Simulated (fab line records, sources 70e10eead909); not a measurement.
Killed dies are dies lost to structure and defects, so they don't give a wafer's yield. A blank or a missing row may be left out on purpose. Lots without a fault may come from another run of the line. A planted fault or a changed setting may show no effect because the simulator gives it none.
fab line records | flow nand_harc
record lots=12 wafers=36 last_day=33
route steps=1302 shown A_STAIRCASE@713
lots that met no fault: from a run of the same line without faults
start_h: hours from the record's first day to the start of the lot's first wafer shown | wait_h: hours since the lot's step before | " the same as in the row above | L1.1+2: a row that stands for several wafers | - no value, or no start given | * or withheld: withheld | < > ~ a bound
route shown NAME@n: a module of which the file shows steps, and the number in the route of the first | usual: mean/standard deviation of fault-free wafers | same: alike in all rows | chamber/n: place in a boat | sites: the reading at each site | _std_site: their standard deviation | _edge_site: outer sites' mean less inner sites' | radius_mm: how far each site lies from the wafer's centre | mask NAME#n: copy n | behind: the tool/chamber that last shaped the wafer | hold: why the lot was held/for how many hours/how that ended | device: the transistor (n, p or np) that didn't switch | end of line: the same wafers' tests at the end of the route | a step without rows: its recipe alone | killed: dies lost to structure and defects at the first sort, not the wafer's yield | map: a wafer's dies, x killed, . not, _ none there
set.NAME: the setting as run; set.NAME@STEP: as run at that earlier step | model.NAME: the simulator's own value behind a step, which no gauge read
steps of the route over a sample of lots; a table a step, a row a wafer
services: from which hour (start_h, from the record's first day; less than 0 if before it) a tool's chamber was out of use, for how many hours, and why
## steps
# step NHARC_A_STAIRCASE_ETCH_199
# recipe target_depth_a=1000 time_s=40.5 ion_energy_ev=400 c4f8_flow_sccm=20 o2_flow_sccm=10 ar_flow_sccm=withheld rf_w=600 bias_w=1000 chemistry=C4F8/O2
# usual oes_product_au=0.945/0.013 rf_vpp_V=897/5.1
# columns lot.wafer tool chamber start_h wait_h oes_product_au rf_hours_counter_h rf_vpp_V
L754.3 rie_diel-08 1 - - 0.944 48 905
L754.2 " 2 " " 0.950 52 895
L754.1 " 3 " " 0.955 57 896
L756.2 rie_diel-02 2 - - 0.941 44 899
L756.3 " 3 " " 0.938 43 891
L756.6 " 3 " " 0.946 - 891
L755.2 rie_diel-08 0 - - 0.949 0 890
L755.4 " 1 " " 0.962 0 906
L755.6 " 3 " " 0.957 - 896
L757.4 rie_diel-08 2 - - 0.940 4 895
L757.6 " 1 " " 0.935 - 904
L757.5 " 2 " " 0.949 - 893
L758.3 rie_diel-09 0 - - 0.915 24 902
L758.4 " 3 " " 0.958 27 897
L758.6 " 1 " " 0.931 - 895
L759.4 rie_diel-02 1 - - 0.954 1 897
L759.1 " 0 " " 0.972 1 904
L759.5 " 1 " " 0.946 - 899
L762.4 rie_diel-08 2 - - 0.940 24 894
L762.2 " 3 " " 0.953 26 893
L762.5 " 3 " " 0.950 - 895
L767.3 rie_diel-08 0 - - 0.948 38 891
L767.1 " 2 " " 0.941 33 894
L767.4 " 3 " " 0.950 35 894
L768.4 rie_diel-08 3 - - 0.958 41 897
L768.2 " 0 " " 0.951 44 890
L768.5 " 0 " " 0.952 - 891
L769.1 rie_diel-08 1 - - 0.952 40 905
L769.3 " 3 " " 0.952 42 895
L769.6 " 2 " " 0.944 - 895
L777.2 rie_diel-08 3 - - 0.948 10 894
L777.3 " 1 " " 0.936 3 904
L777.4 " 2 " " 0.942 10 896
L776.4 rie_diel-02 3 - - 0.925 1 889
L776.6 " 1 " " 0.944 - 896
L776.5 " 2 " " 0.939 - 898
# step NHARC_A_STAIRCASE_EXPOSE_214
# recipe na=0.5 dose_mj=31.26 mask_id=STAIR_3
# usual exposure_dose_mJ_cm2=31.26/0.031
# columns lot.wafer tool chamber start_h wait_h mask exposure_dose_mJ_cm2
L754.1 krf_scanner-01 0 363.03 - STAIR_3#0 31.24
L754.2 " 0 " " STAIR_3#0 31.24
L754.3 " 0 " " STAIR_3#0 31.26
L756.2 krf_scanner-04 0 375.81 - STAIR_3#0 31.27
L756.3 " 0 " " STAIR_3#0 31.30
L756.6 " 0 " " STAIR_3#0 31.27
L755.2 krf_scanner-01 0 379.38 - STAIR_3#0 31.19
L755.4 " 0 " " STAIR_3#0 31.26
L755.6 " 0 " " STAIR_3#0 31.20
L757.4 krf_scanner-02 0 396.03 - STAIR_3#0 31.29
L757.5 " 0 " " STAIR_3#0 31.27
L757.6 " 0 " " STAIR_3#0 31.29
L758.3 krf_scanner-01 0 396.97 - STAIR_3#0 31.27
L758.4 " 0 " " STAIR_3#0 31.27
L758.6 " 0 " " STAIR_3#0 31.28
L759.1 krf_scanner-02 0 407.76 - STAIR_3#0 31.28
L759.4 " 0 " " STAIR_3#0 31.29
L759.5 " 0 " " STAIR_3#0 31.22
L762.2 krf_scanner-02 0 450.37 - STAIR_3#0 32.08
L762.4 " 0 " " STAIR_3#0 32.06
L762.5 " 0 " " STAIR_3#0 32.02
L767.1 krf_scanner-02 0 481.62 - STAIR_3#0 32.01
L767.3 " 0 " " STAIR_3#0 32.02
L767.4 " 0 " " STAIR_3#0 32.03
L768.2 krf_scanner-04 0 502.72 - STAIR_3#0 31.27
L768.4 " 0 " " STAIR_3#0 31.23
L768.5 " 0 " " STAIR_3#0 31.26
L769.1 krf_scanner-02 0 503.01 - STAIR_3#0 32.03
L769.3 " 0 " " STAIR_3#0 32.02
L769.6 " 0 " " STAIR_3#0 31.97
L777.2 krf_scanner-01 0 583.51 - STAIR_3#0 31.19
L777.3 " 0 " " STAIR_3#0 31.27
L777.4 " 0 " " STAIR_3#0 31.28
L776.4 krf_scanner-01 0 584.93 - STAIR_3#0 31.23
L776.5 " 0 " " STAIR_3#0 31.25
L776.6 " 0 " " STAIR_3#0 31.19
# step NHARC_A_STAIRCASE_TRIM_222
# recipe time_s=211.2 o2_flow_sccm=500 ar_flow_sccm=0 bias_w=0 chemistry=O2
# usual drypump_motor_current_A=5.6/0.62 oes_product_au=0.999/0.01 rf_vpp_V=57.8/0.96 showerhead_plenum_p_Torr=3.54/0.15 throttle_valve_pct=17.037/0.0086
# columns lot.wafer tool chamber start_h wait_h drypump_motor_current_A oes_product_au rf_hours_counter_h rf_vpp_V showerhead_plenum_p_Torr throttle_valve_pct
L754.1 rie_diel-02 3 - - 4.9 0.992 39 57.6 3.39 17.033
L754.2 " 0 " " 6.7 0.988 39 57.0 3.76 17.040
L754.3 " 1 " " 6.3 0.984 45 57.2 3.60 17.037
L756.3 rie_diel-09 0 - - 6.1 0.995 21 57.0 3.74 17.035
L756.2 " 2 " " 5.0 0.988 23 56.1 3.28 17.040
L756.6 " 3 " " 4.7 1.007 - 58.0 3.54 17.033
L755.4 rie_diel-09 2 - - 5.0 0.987 24 58.1 3.28 17.035
L755.2 " 0 " " 6.1 0.990 21 58.4 3.74 17.045
L755.6 " 1 " " 6.2 0.998 - 57.5 3.50 17.049
L757.4 rie_diel-09 0 - - 6.1 0.988 25 57.6 3.73 17.033
L757.6 " 2 " " 5.0 0.993 - 56.2 3.28 17.031
L757.5 " 3 " " 4.7 1.012 - 56.5 3.54 17.043
L758.4 rie_diel-09 1 - - 6.2 0.998 27 58.8 3.49 17.026
L758.3 " 3 " " 4.7 0.998 28 57.6 3.54 17.024
L758.6 " 0 " " 6.2 0.987 - 57.8 3.73 17.049
L759.4 rie_diel-02 0 - - 6.7 1.016 2 58.5 3.75 17.035
L759.1 " 2 " " 5.7 0.995 2 57.4 3.59 17.045
L759.5 " 1 " " 6.3 0.989 - 58.8 3.60 17.031
L762.4 rie_diel-08 0 - - 5.5 1.004 26 57.9 3.40 17.020
L762.2 " 2 " " 5.6 0.996 25 58.7 3.49 17.023
L762.5 " 0 " " 5.6 1.007 - 57.3 3.40 17.033
L767.4 rie_diel-09 3 - - 4.7 1.014 53 57.3 3.53 17.037
L767.1 " 0 " " 6.2 1.011 59 60.5 3.71 17.030
L767.3 " 1 " " 6.2 1.004 61 57.8 3.48 17.042
L768.2 rie_diel-08 2 - - 5.6 1.004 40 57.1 3.48 17.024
L768.4 " 3 " " 4.8 1.015 42 56.7 3.49 17.047
L768.5 " 1 " " 5.6 1.007 - 57.9 3.76 17.033
L769.3 rie_diel-08 2 - - 5.6 0.999 40 58.7 3.48 17.041
L769.1 " 3 " " 4.8 1.000 42 57.7 3.49 17.025
L769.6 " 2 " " 5.6 1.000 - 55.9 3.48 17.036
L777.4 rie_diel-02 1 - - 6.3 0.996 2 57.4 3.56 17.040
L777.2 " 2 " " 5.7 1.005 1 57.7 3.56 17.042
L777.3 " 3 " " 4.9 0.993 1 58.6 3.35 17.026
L776.4 rie_diel-09 1 - - 6.2 0.974 8 58.2 3.47 17.035
L776.5 " 3 " " 4.7 0.995 - 57.3 3.51 17.035
L776.6 " 0 " " 6.2 0.987 - 57.3 3.69 17.029
# step NHARC_A_STAIRCASE_ETCH_223
# recipe target_depth_a=1000 time_s=40.5 ion_energy_ev=400 c4f8_flow_sccm=20 o2_flow_sccm=10 ar_flow_sccm=withheld rf_w=600 bias_w=1000 chemistry=C4F8/O2
# usual oes_product_au=0.940/0.012 rf_vpp_V=897/5.5
# columns lot.wafer tool chamber start_h wait_h oes_product_au rf_hours_counter_h rf_vpp_V
L754.1 rie_diel-02 3 - - 0.940 39 891
L754.2 " 0 " " 0.945 39 904
L754.3 " 1 " " 0.947 45 899
L756.2 rie_diel-09 3 - - 0.946 21 897
L756.3 " 2 " " 0.929 23 886
L756.6 " 0 " " 0.950 - 904
L755.2 rie_diel-09 2 - - 0.928 24 888
L755.4 " 3 " " 0.946 22 896
L755.6 " 0 " " 0.933 - 903
L757.4 rie_diel-09 2 - - 0.916 30 886
L757.5 " 0 " " 0.923 - 904
L757.6 " 1 " " 0.953 - 894
L758.3 rie_diel-09 3 - - 0.940 28 896
L758.4 " 1 " " 0.938 27 895
L758.6 " 0 " " 0.920 - 904
L759.4 rie_diel-02 1 - - 0.931 2 898
L759.1 " 2 " " 0.945 2 896
L759.5 " 2 " " 0.949 - 899
L762.2 rie_diel-08 3 - - 0.955 27 893
L762.4 " 0 " " 0.937 26 893
L762.5 " 2 " " 0.948 - 896
L767.4 rie_diel-09 1 - - 0.948 61 895
L767.1 " 2 " " 0.947 62 886
L767.3 " 3 " " 0.960 53 897
L768.4 rie_diel-08 3 - - 0.948 42 895
L768.2 " 0 " " 0.953 44 890
L768.5 " 2 " " 0.949 - 894
L769.3 rie_diel-08 2 - - 0.931 40 895
L769.1 " 0 " " 0.955 45 890
L769.6 " 2 " " 0.941 - 894
L777.3 rie_diel-02 1 - - 0.934 2 897
L777.4 " 2 " " 0.934 2 898
L777.2 " 3 " " 0.932 1 892
L776.4 rie_diel-09 2 - - 0.930 32 905
L776.6 " 0 " " 0.927 - 901
L776.5 " 1 " " 0.930 - 895
## services
# columns tool chamber start_h hours kind
rie_diel-08 0 347.87 - clean
rie_diel-08 1 347.87 - clean
krf_scanner-04 - 354.00 4.0 pm
rie_diel-08 - 367.84 9.0 pm
rie_diel-08 2 379.29 7.0 repair
rie_diel-02 - 393.86 9.0 pm
krf_scanner-04 - 398.58 3.4 repair
rie_diel-08 1 401.22 6.6 repair
krf_scanner-01 - 411.25 0.4 repair
krf_scanner-04 - 422.69 0.4 repair
krf_scanner-02 - 438.00 4.0 pm
rie_diel-02 - 442.16 0.3 repair
rie_diel-09 3 451.33 8.9 repair
rie_diel-02 2 455.77 5.2 repair
rie_diel-08 0 465.72 2.6 repair
krf_scanner-01 - 484.00 4.0 pm
rie_diel-09 - 497.17 9.0 pm
krf_scanner-01 - 499.48 1.2 repair
krf_scanner-04 - 526.00 4.0 pm
rie_diel-09 1 539.60 45.0 repair
rie_diel-08 - 544.89 9.0 pm
rie_diel-08 - 569.67 0.4 repair
rie_diel-02 - 570.88 9.0 pm
krf_scanner-04 - 576.58 2.0 repair
## key
first_sign step=NHARC_A_STAIRCASE_EXPOSE_214 reading=exposure_dose_mJ_cm2 direction=up sigmas=25 usual=31.26 struck=32.03
effect none on later readings
met_at NHARC_A_STAIRCASE_EXPOSE_214
struck_lots L762,L767,L769
tester_left_out L762,L767,L769
not_acting_at NHARC_A_STAIRCASE_ETCH_199,NHARC_A_STAIRCASE_TRIM_222,NHARC_A_STAIRCASE_ETCH_223
onset_between 407.76 450.37
fault kind=process_parameter_drift tool=krf_scanner-02 chamber=- onset_h=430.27 steps=NHARC_A_STAIRCASE_EXPOSE_214 channel=dose_mj offset=0.74811 shape=step acts_in=these_recipes_only stated=31.26
# tester_left_out: of these lots the tester's yield and bins aren't shown, on N5 and GAA mostly nor the transistor test; their killed dies are dies lost to structure and defects alone, not to doping, threshold or leakage, so they don't give the yield
